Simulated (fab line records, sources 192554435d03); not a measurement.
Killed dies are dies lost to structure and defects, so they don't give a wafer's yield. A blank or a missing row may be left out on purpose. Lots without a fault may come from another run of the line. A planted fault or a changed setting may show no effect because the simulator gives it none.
Split-lot experiment | flow n5_finfet | 7 lots, 39 wafers read, on a route of 1938 steps

THE SPLIT
At N5_FIN_CUT_ETCH_21 (etches SOC in N2/H2, target depth 219 nm, overetch 43.8 nm, time 523.5 s), the setting time_s was moved away from the recipe's 523.5 s on 12 of the 39 wafers read, by -56.5% to +31.2%. The other wafers ran this setting at the recipe's value.

FROM THE SPLIT TO THE READING: what the file shows between them, 4 steps
- N5_FIN_CUT_STRIP_23: strips in N2/H2
- N5_FIN_CUT_STRIP_31: strips in N2/H2
- N5_FIN_CUT_STRIP_24: strips in CF4
- N5_FIN_CUT_CUT_ETCH_26: etches SiNx in CH3F/O2, target depth 39 nm, time 55.7 s

THE READING
oes_product_au, in a.u., at N5_FIN_CUT_CUT_ETCH_27 (etches SiO2 in CHF3/O2, target depth 4 nm, overetch 2 nm, time 4.9 s). Fault-free wafers of this fab line usually give 0.61 a.u., standard deviation 0.052 a.u..

wafer  | tool, chamber at the split | time_s as run, s | against the recipe | oes_product_au, a.u. | against lot-mates on the recipe
L074.2 | rie_diel-04, 0             | 523.5            | recipe             | 0.59                 | -
L074.3 | rie_diel-04, 2             | 523.5            | recipe             | 0.61                 | -
L074.6 | rie_diel-04, 2             | 523.5            | recipe             | 0.61                 | -
L075.1 | rie_diel-02, 1             | 252.2            | -51.8%             | 0.27                 | -0.31
L075.2 | rie_diel-02, 0             | 252.2            | -51.8%             | 0.27                 | -0.31
L075.3 | rie_diel-02, 3             | 252.2            | -51.8%             | 0.29                 | -0.29
L075.4 | rie_diel-02, 2             | 523.5            | recipe             | 0.64                 | -
L075.5 | rie_diel-02, 1             | 523.5            | recipe             | 0.56                 | -
L075.6 | rie_diel-02, 0             | 523.5            | recipe             | 0.55                 | -
L078.1 | rie_diel-03, 2             | 687              | +31.2%             | 0.63                 | +0.02
L078.2 | rie_diel-03, 0             | 687              | +31.2%             | 0.74                 | +0.13
L078.3 | rie_diel-03, 1             | 523.5            | recipe             | 0.65                 | -
L078.4 | rie_diel-03, 3             | 523.5            | recipe             | 0.59                 | -
L078.5 | rie_diel-03, 3             | 523.5            | recipe             | 0.58                 | -
L078.6 | rie_diel-03, 2             | 687              | +31.2%             | 0.63                 | +0.02
L081.1 | rie_diel-03, 3             | 523.5            | recipe             | 0.58                 | -
L081.2 | rie_diel-03, 0,1           | 523.5            | recipe             | 0.72                 | -
L081.3 | rie_diel-03, 2             | 523.5            | recipe             | 0.63                 | -
L081.4 | rie_diel-03, 0,1           | 523.5            | recipe             | 0.64                 | -
L081.5 | rie_diel-03, 1             | 523.5            | recipe             | 0.64                 | -
L081.6 | rie_diel-03, 2             | 523.5            | recipe             | 0.63                 | -
L082.1 | rie_diel-04, 0             | 523.5            | recipe             | 0.58                 | -
L082.2 | rie_diel-04, 2             | 227.6            | -56.5%             | 0.29                 | -0.33
L082.3 | rie_diel-04, 1             | 523.5            | recipe             | 0.55                 | -
L082.4 | rie_diel-04, 3             | 523.5            | recipe             | 0.72                 | -
L082.5 | rie_diel-04, 0             | 227.6            | -56.5%             | 0.27                 | -0.35
L082.6 | rie_diel-04, 3             | 227.6            | -56.5%             | 0.34                 | -0.28
L088.1 | rie_diel-03, 3             | 523.5            | recipe             | 0.57                 | -
L088.2 | rie_diel-03, 2             | 523.5            | recipe             | 0.62                 | -
L088.3 | rie_diel-03, 1             | 523.5            | recipe             | 0.62                 | -
L088.4 | rie_diel-03, 0             | 523.5            | recipe             | 0.70                 | -
L088.5 | rie_diel-03, 0             | 523.5            | recipe             | 0.70                 | -
L088.6 | rie_diel-03, 3             | 523.5            | recipe             | 0.58                 | -
L089.1 | rie_diel-04, 0             | 523.5            | recipe             | 0.57                 | -
L089.2 | rie_diel-04, 2             | 298.8            | -42.9%             | 0.28                 | -0.28
L089.3 | rie_diel-04, 1             | 523.5            | recipe             | 0.54                 | -
L089.4 | rie_diel-04, 0             | 523.5            | recipe             | 0.58                 | -
L089.5 | rie_diel-04, 1             | 298.8            | -42.9%             | 0.26                 | -0.30
L089.6 | rie_diel-04, 2             | 298.8            | -42.9%             | 0.28                 | -0.28
Where a row lists several chambers, the file gives one row for several wafers and doesn't say which wafer went through which chamber.

THE FIT
A straight line over all 39 wafers: oes_product_au changes by +0.00563 a.u. for each +1% of time_s; r = +0.91; the points scatter about the line by 0.062 a.u..
The same after taking each lot's own level away (the mean of its wafers on the recipe; 39 wafers): +0.0053 a.u. for each +1%; r = +0.93; scatter 0.052 a.u..
On that fit, the largest move of time_s shifts the reading by 0.3 a.u..
The lots' own levels span 0.563 to 0.640 a.u., that is 1.5 times the standard deviation above.
So the lot-to-lot level changes the slope little: the two slopes agree.
Check: with one of the wafers moved furthest among these (-56.5%) left out of the fit, the line predicts -0.315 a.u. for it against its lot-mates. It came out at -0.327 a.u. against them.

THE WHOLE CHAIN: every reading that the file lists as answering this split, in the file's order
step                   | what it does                                                             | reading                                                                          | change (the file's fit)                                                              | r (the file's)
N5_FIN_CUT_ETCH_21     | etches SOC in N2/H2, target depth 219 nm, overetch 43.8 nm, time 523.5 s | etch.depth_nm (the simulator's own value, which no gauge read)                   | not straight: 112.9 at the lowest setting, 229.9 at the recipe, 229.1 at the highest | not given
N5_FIN_CUT_ETCH_21     | etches SOC in N2/H2, target depth 219 nm, overetch 43.8 nm, time 523.5 s | SiARC_of_FIN_CUT_COAT_19.thk_nm (the simulator's own value, which no gauge read) | -0.0795 nm for each +1% of the setting                                               | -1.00
N5_FIN_CUT_ETCH_21     | etches SOC in N2/H2, target depth 219 nm, overetch 43.8 nm, time 523.5 s | FIN_CUT.cd_offset_nm (the simulator's own value, which no gauge read)            | +0.0592 nm for each +1% of the setting                                               | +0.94
N5_FIN_CUT_CUT_ETCH_26 | etches SiNx in CH3F/O2, target depth 39 nm, time 55.7 s                  | FIN_CUT.cd_offset_nm (the simulator's own value, which no gauge read)            | +0.0583 nm for each +1% of the setting                                               | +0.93
N5_FIN_CUT_CUT_ETCH_27 | etches SiO2 in CHF3/O2, target depth 4 nm, overetch 2 nm, time 4.9 s     | oes_product_au                                                                   | +0.00554 a.u. for each +1% of the setting                                            | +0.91

THE FILE'S OWN FIT
oes_product_au changes by +0.00554 a.u. for each +1% of time_s, r = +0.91.
